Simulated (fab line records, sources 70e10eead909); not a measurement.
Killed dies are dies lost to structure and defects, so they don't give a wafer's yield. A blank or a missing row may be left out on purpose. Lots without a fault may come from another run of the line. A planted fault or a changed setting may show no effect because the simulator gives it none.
Tool commonality check | flow nand_harc | 1 lot, 3 wafers sampled

WHY IT WAS OPENED
At NHARC_END_SORT_01 the reading killed_at_periphery is flagged on 1 of 1 lot. Wafers without a fault read 3.1, standard deviation 2.
Rule: a lot is flagged when every wafer of it that has a number lies more than 4 standard deviations from that mean, or none has a number. The other lots count as sound.

lot  | measured     | on        | killed_at_periphery, wafer by wafer | flag
L109 | day 25 14:33 | prober-01 | 569 574 576                         | FLAGGED
The numbers of the flagged lots are 573.0 on average: +569.9 against the usual, or +99 or more standard deviations.

WHICH TOOL RAN EACH LOT
The record holds 4 process steps before the reading, out of a route of 1302 steps. In each cell: the tool, then ch and the chambers that the sampled wafers went through, then the start.
lot  | flag    | NHARC_P_ZERO_WELL_DESCUM_13       | NHARC_P_ZERO_WELL_ETCH_63     | NHARC_P_ZERO_WELL_EXPOSE_21      | NHARC_P_ZERO_WELL_DESCUM_39
L109 | FLAGGED | rie_diel-12 ch 0,1,2, day 3 13:29 | rie_si-02 ch 2,3, day 3 13:46 | krf_scanner-04 ch 0, day 3 14:28 | rie_diel-13 ch 0,1, day 3 16:25
What these steps do:
- NHARC_P_ZERO_WELL_DESCUM_13: chemistry O2, time 3 s.
- NHARC_P_ZERO_WELL_ETCH_63: etches the open film in HBr/Cl2, target depth 120 nm, time 40.1 s.
- NHARC_P_ZERO_WELL_EXPOSE_21: exposes mask P NWELL, target cd 720 nm.
- NHARC_P_ZERO_WELL_DESCUM_39: chemistry O2, time 3 s.
- NHARC_END_SORT_01

FLAGGED OVER TOTAL, TOOL BY TOOL (the gauges that took the reading come last)
step                        | tool           | lots run | flagged | share of the flagged lots | sound lots run after its first flagged lot
NHARC_P_ZERO_WELL_DESCUM_13 | rie_diel-12    | 1        | 1       | all                       | 0
NHARC_P_ZERO_WELL_ETCH_63   | rie_si-02      | 1        | 1       | all                       | 0
NHARC_P_ZERO_WELL_EXPOSE_21 | krf_scanner-04 | 1        | 1       | all                       | 0
NHARC_P_ZERO_WELL_DESCUM_39 | rie_diel-13    | 1        | 1       | all                       | 0
NHARC_END_SORT_01           | prober-01      | 1        | 1       | all                       | 0

WHAT THE TABLE ALLOWS
5 rows of the table ran every flagged lot: rie_diel-12 at NHARC_P_ZERO_WELL_DESCUM_13, rie_si-02 at NHARC_P_ZERO_WELL_ETCH_63, krf_scanner-04 at NHARC_P_ZERO_WELL_EXPOSE_21, rie_diel-13 at NHARC_P_ZERO_WELL_DESCUM_39, prober-01 at NHARC_END_SORT_01.
- rie_diel-12 at NHARC_P_ZERO_WELL_DESCUM_13: 1 of its 1 lot flagged. It ran no sound lot before its first flagged lot in this sample, so the start can't be narrowed down.
- rie_si-02 at NHARC_P_ZERO_WELL_ETCH_63: 1 of its 1 lot flagged. It ran no sound lot before its first flagged lot in this sample, so the start can't be narrowed down.
- krf_scanner-04 at NHARC_P_ZERO_WELL_EXPOSE_21: 1 of its 1 lot flagged. It ran no sound lot before its first flagged lot in this sample, so the start can't be narrowed down.
- rie_diel-13 at NHARC_P_ZERO_WELL_DESCUM_39: 1 of its 1 lot flagged. It ran no sound lot before its first flagged lot in this sample, so the start can't be narrowed down.
- prober-01 at NHARC_END_SORT_01: 1 of its 1 lot flagged. It ran no sound lot before its first flagged lot in this sample, so the start can't be narrowed down.
Counting lots can't tell these 5 tools apart, because each fits a fault that began at some hour. More lots, or a look at what each step does to the wafer, might.

WHAT THE SIMULATOR HAD PUT IN
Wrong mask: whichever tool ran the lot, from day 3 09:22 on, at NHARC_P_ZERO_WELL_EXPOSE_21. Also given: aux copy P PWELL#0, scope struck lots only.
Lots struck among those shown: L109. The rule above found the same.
